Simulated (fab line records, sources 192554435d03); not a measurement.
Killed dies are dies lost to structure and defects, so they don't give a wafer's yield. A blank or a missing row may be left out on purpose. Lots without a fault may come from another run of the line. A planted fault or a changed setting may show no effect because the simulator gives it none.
fab line records | flow n5_finfet | part 1 of 2: steps 1 to 3 of 6
record lots=23 wafers=69 last_day=18
route steps=1938 shown BEOL_M5@1131
lots that met no fault: from a run of the same line without faults
start_h: hours from the record's first day to the start of the lot's first wafer shown | wait_h: hours since the lot's step before | " the same as in the row above | L1.1+2: a row that stands for several wafers | - no value, or no start given | * or withheld: withheld | < > ~ a bound
route shown NAME@n: a module of which the file shows steps, and the number in the route of the first | usual: mean/standard deviation of fault-free wafers | same: alike in all rows | chamber/n: place in a boat | sites: the reading at each site | _std_site: their standard deviation | _edge_site: outer sites' mean less inner sites' | radius_mm: how far each site lies from the wafer's centre | mask NAME#n: copy n | behind: the tool/chamber that last shaped the wafer | hold: why the lot was held/for how many hours/how that ended | device: the transistor (n, p or np) that didn't switch | end of line: the same wafers' tests at the end of the route | a step without rows: its recipe alone | killed: dies lost to structure and defects at the first sort, not the wafer's yield | map: a wafer's dies, x killed, . not, _ none there
set.NAME: the setting as run; set.NAME@STEP: as run at that earlier step | model.NAME: the simulator's own value behind a step, which no gauge read
steps of the route over a sample of lots; a table a step, a row a wafer
services: from which hour (start_h, from the record's first day; less than 0 if before it) a tool's chamber was out of use, for how many hours, and why
## steps
# step N5_BEOL_M5_ETCH_61
# recipe chemistry=CF4 target=SiARC target_depth_a=156 mask_material=CAR-EUV time_s=26 ion_energy_ev=80 pressure_mtorr=40 source_w=545 bias_w=36 Ar_flow_sccm=100 cf4_flow_sccm=100 ends=cleared
# usual drypump_motor_current_A=5.7/0.38 etch_rf_on_time_s=25.8/0.56 oes_product_au=0.68/0.075 rf_vpp_V=184.3/1.2 showerhead_plenum_p_Torr=2.16/0.065 throttle_valve_pct=15.59/0.24
# columns lot.wafer tool chamber start_h wait_h drypump_motor_current_A etch_rf_on_time_s oes_product_au rf_hours_counter_h rf_vpp_V showerhead_plenum_p_Torr throttle_valve_pct
L074.4 rie_diel-06 1 168.53 0.0 5.5 25.7 0.58 235 184.3 2.11 15.61
L074.5 " 2 " " 5.2 25.7 0.62 - 184.0 2.23 15.89
L074.6 " 3 " " 5.5 24.9 0.78 - 186.0 2.18 15.30
L075.1 rie_diel-06 3 179.56 0.0 5.5 24.8 0.77 34 185.5 2.17 15.30
L075.2 " 2 " " 5.2 25.7 0.61 190 185.0 2.22 15.88
L075.6 " 2 " " 5.2 25.8 0.61 - 185.4 2.22 15.89
L077.2 rie_diel-02 2 185.29 0.0 5.8 26.2 0.61 193 184.5 2.20 15.74
L077.3 " 3 " " 6.4 27.1 0.56 225 182.3 2.11 15.72
L077.6 " 0 " " 5.9 25.7 0.59 - 183.0 2.03 16.13
L078.1 rie_diel-02 3 193.68 0.0 6.4 27.3 0.56 227 184.2 2.11 15.73
L078.3 " 0 " " 5.9 25.9 0.59 238 183.6 2.02 16.13
L078.6 " 2 " " 5.8 26.2 0.62 - 183.9 2.20 15.73
L079.3 rie_diel-01 2 204.35 0.0 5.6 25.4 0.63 188 183.9 2.13 15.45
L079.4 " 3 " " 5.9 26.0 0.71 108 186.0 2.24 15.54
L079.6 " 0 " " 5.4 25.6 0.69 - 186.0 2.16 15.86
L081.1 rie_diel-06 2 216.50 0.0 5.2 25.7 0.60 204 186.0 2.22 15.92
L081.3 " 3 " " 5.5 24.7 0.75 48 183.8 2.17 15.33
L081.5 " 0 " " 5.9 25.4 0.82 - 182.4 2.10 15.32
L080.1 rie_diel-01 2 216.56 0.0 5.6 25.5 0.62 191 182.9 2.13 15.48
L080.4 " 0 " " 5.3 25.5 0.68 94 184.2 2.16 15.87
L080.5 " 2 " " 5.6 25.4 0.62 - 183.1 2.13 15.46
L082.1 rie_diel-06 3 222.01 0.0 5.5 25.0 0.75 51 183.7 2.17 15.35
L082.2 " 2 " " 5.2 25.8 0.61 206 185.5 2.22 15.94
L082.3 " 0 " " 5.9 25.2 0.81 9 184.4 2.10 15.30
L083.2 rie_diel-01 2 222.77 0.0 5.6 25.8 0.61 193 184.2 2.13 15.48
L083.3 " 3 " " 5.9 26.3 0.69 113 184.5 2.24 15.53
L083.5 " 3 " " 5.9 26.1 0.70 - 185.8 2.24 15.52
L084.1 rie_diel-01 3 240.49 0.0 5.9 26.2 0.69 118 187.0 2.24 15.56
L084.3 " 1 " " 6.4 26.7 0.73 52 183.5 2.10 15.47
L084.6 " 3 " " 5.9 26.2 0.69 - 187.0 2.24 15.55
L085.3 rie_diel-01 1 247.14 0.0 6.4 26.8 0.72 54 184.8 2.10 15.45
L085.4 " 3 " " 5.9 26.1 0.69 121 184.9 2.24 15.55
L085.6 " 3 " " 5.9 26.2 0.69 - 184.9 2.24 15.58
L086.1 rie_diel-06 1 247.30 0.0 5.4 25.8 0.82 6 183.2 2.10 15.15
L086.4 " 2 " " 5.2 26.0 0.59 214 183.8 2.22 15.95
L086.5 " 3 " " 5.5 25.4 0.73 - 184.9 2.17 15.36
L087.2 rie_diel-06 1 249.94 0.0 5.5 25.6 0.83 7 183.9 2.10 15.14
L087.5 " 3 " " 5.5 24.8 0.73 - 185.2 2.17 15.36
L087.6 " 2 " " 5.2 25.7 0.60 - 185.3 2.21 15.93
L088.3 rie_diel-01 1 255.18 0.0 6.4 26.9 0.72 57 183.1 2.10 15.47
L088.4 " 3 " " 5.9 26.0 0.69 123 185.1 2.24 15.56
L088.6 " 3 " " 5.9 26.1 0.68 - 184.8 2.24 15.56
L089.3 rie_diel-01 1 269.39 0.0 6.5 26.2 0.72 61 181.6 2.10 15.47
L089.4 " 3 " " 5.9 25.8 0.69 128 186.5 2.24 15.56
L089.6 " 0 " " 5.4 25.8 0.66 - 184.5 2.16 15.89
L090.2 rie_diel-01 1 273.95 0.0 6.4 26.5 0.72 63 183.0 2.10 15.49
L090.4 " 0 " " 5.3 25.4 0.67 111 184.0 2.16 15.90
L090.6 " 0 " " 5.4 25.5 0.66 - 185.0 2.16 15.91
L091.1 rie_diel-01 1 277.60 0.0 6.4 27.1 0.71 63 183.6 2.10 15.48
L091.3 " 0 " " 5.4 25.9 0.65 112 183.2 2.16 15.90
L091.6 " 1 " " 6.4 26.9 0.71 - 184.2 2.10 15.49
L093.1 rie_diel-06 3 278.15 0.0 5.5 25.1 0.72 70 183.5 2.16 15.38
L093.2 " 2 " " 5.2 26.0 0.59 225 186.4 2.21 15.97
L093.5 " 1 " " 5.5 25.8 0.82 - 183.0 2.10 15.18
L092.2 rie_diel-02 0 281.72 0.0 5.9 25.1 0.82 11 186.9 2.27 15.73
L092.4 " 1 " " 5.1 25.9 0.62 - 182.8 2.04 15.37
L092.6 " 0 " " 5.9 25.0 0.81 - 185.1 2.27 15.72
L094.1 rie_diel-02 3 309.37 0.0 6.4 27.0 0.80 8 184.5 2.10 15.30
L094.2 " 0 " " 5.9 25.3 0.78 21 185.5 2.27 15.74
L094.6 " 0 " " 5.9 25.4 0.78 - 184.9 2.27 15.73
L095.1 rie_diel-02 3 312.67 0.0 6.4 26.9 0.79 9 181.9 2.10 15.28
L095.3 " 0 " " 5.9 25.4 0.78 22 186.8 2.27 15.74
L095.5 " 0 " " 6.0 25.3 0.79 - 185.3 2.27 15.75
L096.1 rie_diel-06 2 315.78 0.0 5.2 25.8 0.58 236 185.2 2.21 15.97
L096.2 " 0 " " 5.9 25.3 0.75 38 184.6 2.09 15.37
L096.3 " 3 " " 5.5 25.3 0.71 80 184.8 2.16 15.41
L097.2 rie_diel-02 3 337.60 0.0 6.4 27.0 0.78 15 183.9 2.10 15.31
L097.4 " 0 " " 5.9 25.4 0.77 29 186.2 2.26 15.76
L097.6 " 0 " " 5.9 25.3 0.77 - 186.6 2.26 15.75
# step N5_BEOL_M5_HM_OPEN_17
# recipe chemistry=Cl2/BCl3 target_depth_a=200 overetch_a=60 target=TiN mask_material=SOC ion_energy_ev=150 pressure_mtorr=10 icp_w=1000 bias_w=126 Cl2_flow_sccm=53.25 bcl3_flow_sccm=21.75 Ar_flow_sccm=25
# usual drypump_motor_current_A=5.4/0.41 he_backside_leak_sccm=3.3/0.43 oes_product_au=0.70/0.088 throttle_valve_pct=22.1/0.38
# columns lot.wafer tool chamber start_h wait_h drypump_motor_current_A he_backside_leak_sccm oes_product_au rf_hours_counter_h throttle_valve_pct
L074.4 rie_metal-02 0 168.76 0.1 6.0 3.1 0.80 - 21.6
L074.5 " 1 " " 6.1 4.0 0.51 - 22.5
L074.6 " 0 " " 6.0 3.2 0.79 - 21.6
L075.1 rie_metal-03 0 179.76 0.0 5.6 3.5 0.76 8 22.6
L075.2 " 1 " " 5.3 3.2 0.63 45 22.3
L075.6 " 0 " " 5.6 3.3 0.76 - 22.6
L077.2 rie_metal-01 0 185.49 0.0 5.0 3.2 0.64 44 21.6
L077.3 " 1 " " 5.1 3.5 0.50 - 22.6
L077.6 " 0 " " 5.0 3.0 0.64 - 21.6
L078.1 rie_metal-03 0 193.88 0.0 5.6 3.3 0.77 9 22.6
L078.3 " 1 " " 5.3 3.3 0.65 - 22.3
L078.6 " 1 " " 5.3 3.3 0.65 - 22.3
L079.3 rie_metal-01 0 204.61 0.1 5.0 3.1 0.64 - 21.6
L079.4 " 0 " " 5.1 3.1 0.65 - 21.6
L079.6 " 0 " " 5.0 3.1 0.66 - 21.7
L081.1 rie_metal-02 0 216.70 0.0 6.0 3.4 0.78 8 21.6
L081.3 " 0 " " 6.0 3.3 0.77 - 21.6
L081.5 " 0 " " 6.0 3.3 0.78 - 21.6
L080.1 rie_metal-01 1 216.75 0.0 5.1 3.2 0.84 0 22.3
L080.4 " 1 " " 5.1 3.3 0.83 - 22.2
L080.5 " 1 " " 5.1 3.4 0.83 - 22.3
L082.1 rie_metal-01 0 222.20 0.0 5.0 3.1 0.64 48 21.7
L082.2 " 1 " " 5.1 3.5 0.81 2 22.3
L082.3 " 0 " " 5.0 2.9 0.64 - 21.7
L083.2 rie_metal-01 0 222.96 0.0 5.0 2.9 0.64 48 21.7
L083.3 " 0 " " 5.0 3.0 0.65 - 21.6
L083.5 " 1 " " 5.1 3.1 0.82 - 22.3
L084.1 rie_metal-01 1 240.68 0.0 5.1 3.3 0.80 3 22.3
L084.3 " 1 " " 5.1 3.3 0.81 - 22.3
L084.6 " 1 " " 5.1 3.3 0.80 - 22.3
L085.3 rie_metal-02 1 247.37 0.1 6.1 3.5 0.83 - 22.3
L085.4 " 0 " " 5.9 3.3 0.75 - 21.6
L085.6 " 0 " " 6.0 3.4 0.74 - 21.6
L086.1 rie_metal-01 0 247.50 0.0 5.1 3.4 0.64 50 21.7
L086.4 " 1 " " 5.1 3.0 0.79 - 22.3
L086.5 " 1 " " 5.1 2.9 0.79 - 22.3
L087.2 rie_metal-01 0 250.14 0.0 5.0 3.1 0.64 51 21.6
L087.5 " 1 " " 5.1 3.1 0.78 - 22.3
L087.6 " 0 " " 5.0 3.3 0.63 - 21.7
L088.3 rie_metal-01 0 255.41 0.1 5.1 3.2 0.64 - 21.6
L088.4 " 1 " " 5.2 3.0 0.79 - 22.3
L088.6 " 0 " " 5.0 3.0 0.64 - 21.6
L089.3 rie_metal-03 1 269.64 0.1 5.3 3.1 0.62 - 22.3
L089.4 " 1 " " 5.3 3.2 0.62 - 22.3
L089.6 " 1 " " 5.3 3.2 0.62 - 22.3
L090.2 rie_metal-01 1 274.15 0.0 5.1 3.0 0.78 6 22.3
L090.4 " 1 " " 5.1 3.0 0.79 - 22.3
L090.6 " 1 " " 5.1 3.0 0.78 - 22.3
L091.1 rie_metal-03 1 277.80 0.0 5.3 3.3 0.62 57 22.3
L091.3 " 1 " " 5.3 3.3 0.61 - 22.3
L091.6 " 1 " " 5.3 3.3 0.62 - 22.3
L093.1 rie_metal-02 0 278.34 0.0 6.0 3.2 0.75 13 21.6
L093.2 " 1 " " 6.1 3.3 0.80 3 22.3
L093.5 " 0 " " 6.0 3.2 0.74 - 21.6
L092.2 rie_metal-03 0 281.91 0.0 5.6 3.4 0.73 17 22.6
L092.4 " 1 " " 5.3 3.4 0.61 - 22.4
L092.6 " 0 " " 5.6 3.3 0.73 - 22.6
L094.1 rie_metal-03 0 309.57 0.0 5.6 3.4 0.72 19 22.6
L094.2 " 1 " " 5.3 3.2 0.61 60 22.3
L094.6 " 1 " " 5.3 3.2 0.61 - 22.3
L095.1 rie_metal-02 0 312.87 0.0 6.0 3.2 0.71 17 21.7
L095.3 " 0 " " 6.0 3.2 0.72 - 21.7
L095.5 " 0 " " 6.0 3.1 0.72 - 21.6
L096.1 rie_metal-03 0 315.97 0.0 5.6 3.3 0.72 20 22.6
L096.2 " 1 " " 5.3 3.1 0.61 60 22.4
L096.3 " 0 " " 5.6 3.4 0.73 - 22.6
L097.2 rie_metal-02 1 337.79 0.0 6.1 3.4 0.77 8 22.3
L097.4 " 1 " " 6.1 3.5 0.76 - 22.3
L097.6 " 0 " " 6.0 3.3 0.72 - 21.6
# step N5_BEOL_M5_STRIP_36
# recipe chemistry=N2/H2 power_w=450 temp_c=40 pressure_mtorr=20 rf_frequency_hz=6e+07 overash_fraction=0.3 bias_power_w=7 h2_frac=0.5 n2_flow_sccm=200 h2_flow_sccm=200
# usual drypump_motor_current_A=5.7/0.39 oes_product_au=0.78/0.093 rf_vpp_V=59.0/1.6 showerhead_plenum_p_Torr=2.53/0.081 throttle_valve_pct=23.63/0.23
# columns lot.wafer tool chamber start_h wait_h drypump_motor_current_A oes_product_au rf_hours_counter_h rf_vpp_V showerhead_plenum_p_Torr throttle_valve_pct
L074.4 rie_diel-02 3 171.14 0.0 6.4 0.68 219 62.4 2.49 23.54
L074.5 " 1 " " 5.2 0.77 - 59.8 2.44 23.38
L074.6 " 2 " " 5.8 0.72 - 57.2 2.64 23.87
L075.1 rie_diel-02 1 181.37 0.0 5.2 0.77 161 57.9 2.44 23.39
L075.2 " 2 " " 5.8 0.72 191 57.8 2.64 23.87
L075.6 " 1 " " 5.2 0.77 - 59.8 2.44 23.40
L077.2 rie_diel-01 0 188.66 0.0 5.4 0.80 85 59.7 2.55 23.58
L077.3 " 1 " " 6.5 0.87 34 59.4 2.48 23.45
L077.6 " 0 " " 5.4 0.81 - 59.0 2.55 23.58
L078.1 rie_diel-06 1 197.02 0.0 5.5 0.67 247 61.4 2.51 23.60
L078.3 " 3 " " 5.5 0.88 41 58.7 2.56 23.29
L078.6 " 1 " " 5.5 0.65 - 60.4 2.51 23.60
L079.3 rie_diel-06 0 206.60 0.0 5.9 0.98 2 57.2 2.48 23.74
L079.4 " 0 " " 5.9 0.98 - 60.2 2.48 23.73
L079.6 " 2 " " 5.2 0.72 - 58.7 2.64 24.02
L080.1 rie_diel-01 1 219.33 0.0 6.4 0.87 45 58.9 2.47 23.48
L080.4 " 0 " " 5.4 0.78 94 60.1 2.54 23.58
L080.5 " 1 " " 6.4 0.87 - 60.4 2.47 23.47
L081.1 rie_diel-02 3 219.36 0.0 6.4 0.66 236 57.5 2.48 23.58
L081.3 " 0 " " 5.9 0.67 246 58.3 2.38 23.82
L081.5 " 1 " " 5.2 0.75 - 58.5 2.44 23.42
L083.2 rie_diel-02 1 224.77 0.0 5.2 0.75 175 58.2 2.43 23.38
L083.3 " 0 " " 5.9 0.66 249 58.3 2.38 23.84
L083.5 " 1 " " 5.2 0.74 - 57.5 2.43 23.42
L082.1 rie_diel-06 2 225.00 0.0 5.2 0.70 207 59.2 2.63 23.99
L082.2 " 0 " " 5.9 0.94 9 62.1 2.48 23.76
L082.3 " 3 " " 5.5 0.86 51 58.8 2.56 23.34
L084.1 rie_diel-06 0 242.67 0.0 5.9 0.93 14 62.1 2.48 23.75
L084.3 " 3 " " 5.5 0.86 56 60.7 2.55 23.31
L084.6 " 2 " " 5.2 0.70 - 59.1 2.63 24.02
L085.3 rie_diel-02 1 248.30 0.0 5.2 0.74 184 56.7 2.43 23.46
L085.4 " 1 " " 5.2 0.73 - 56.5 2.43 23.45
L085.6 " 3 " " 6.4 0.65 - 57.6 2.48 23.57
L086.1 rie_diel-06 2 248.79 0.0 5.2 0.70 214 61.9 2.63 24.02
L086.4 " 1 " " 5.5 0.95 6 59.9 2.51 23.32
L086.5 " 1 " " 5.4 0.96 - 59.1 2.51 23.33
L087.2 rie_diel-06 2 252.93 0.0 5.2 0.70 216 59.9 2.63 23.99
L087.5 " 2 " " 5.2 0.70 - 59.6 2.63 24.00
L087.6 " 3 " " 5.5 0.86 - 57.1 2.55 23.34
L088.3 rie_diel-02 2 256.24 0.0 5.8 0.70 217 59.8 2.63 23.91
L088.4 " 2 " " 5.8 0.71 - 58.2 2.63 23.87
L088.6 " 1 " " 5.2 0.74 - 58.0 2.43 23.44
L089.3 rie_diel-01 3 270.67 0.0 5.9 0.79 129 56.6 2.63 23.43
L089.4 " 2 " " 5.6 0.70 209 58.0 2.53 23.77
L089.6 " 2 " " 5.6 0.69 - 57.0 2.53 23.78
L090.2 rie_diel-06 2 276.16 0.0 5.2 0.69 225 59.6 2.62 24.05
L090.4 " 1 " " 5.5 0.94 10 58.9 2.51 23.32
L090.6 " 3 " " 5.5 0.84 - 59.6 2.55 23.35
L091.1 rie_diel-01 3 281.14 0.0 5.9 0.80 131 60.1 2.63 23.42
L091.3 " 2 " " 5.6 0.69 212 58.7 2.53 23.78
L091.6 " 2 " " 5.6 0.71 - 57.1 2.53 23.77
L093.1 rie_diel-06 0 281.76 0.0 5.9 0.91 28 55.9 2.47 23.77
L093.2 " 1 " " 5.5 0.95 12 59.3 2.51 23.34
L093.5 " 3 " " 5.5 0.85 - 60.0 2.55 23.35
L092.2 rie_diel-06 2 284.50 0.0 5.2 0.70 227 56.6 2.62 23.99
L092.4 " 1 " " 5.5 0.95 13 59.4 2.51 23.33
L092.6 " 0 " " 5.8 0.89 - 58.2 2.47 23.77
L094.1 rie_diel-01 3 311.78 0.0 5.9 0.78 141 58.3 2.62 23.41
L094.2 " 0 " " 5.4 0.75 123 60.6 2.53 23.63
L094.6 " 3 " " 5.9 0.79 - 58.1 2.62 23.43
L096.1 rie_diel-06 0 317.69 0.0 5.9 0.88 38 58.0 2.47 23.80
L096.2 " 2 " " 5.2 0.68 237 57.0 2.62 24.05
L096.3 " 1 " " 5.4 0.91 23 57.5 2.50 23.36
L095.1 rie_diel-01 1 324.23 0.0 6.4 0.84 76 57.4 2.46 23.53
L095.3 " 3 " " 5.9 0.78 145 59.8 2.62 23.44
L095.5 " 0 " " 5.4 0.75 - 59.8 2.53 23.68
L097.2 rie_diel-02 2 341.14 0.0 5.8 0.67 247 58.1 2.61 23.92
L097.4 " 0 " " 5.9 0.89 - 61.0 2.68 23.74
L097.6 " 1 " " 5.2 0.71 - 57.7 2.42 23.49
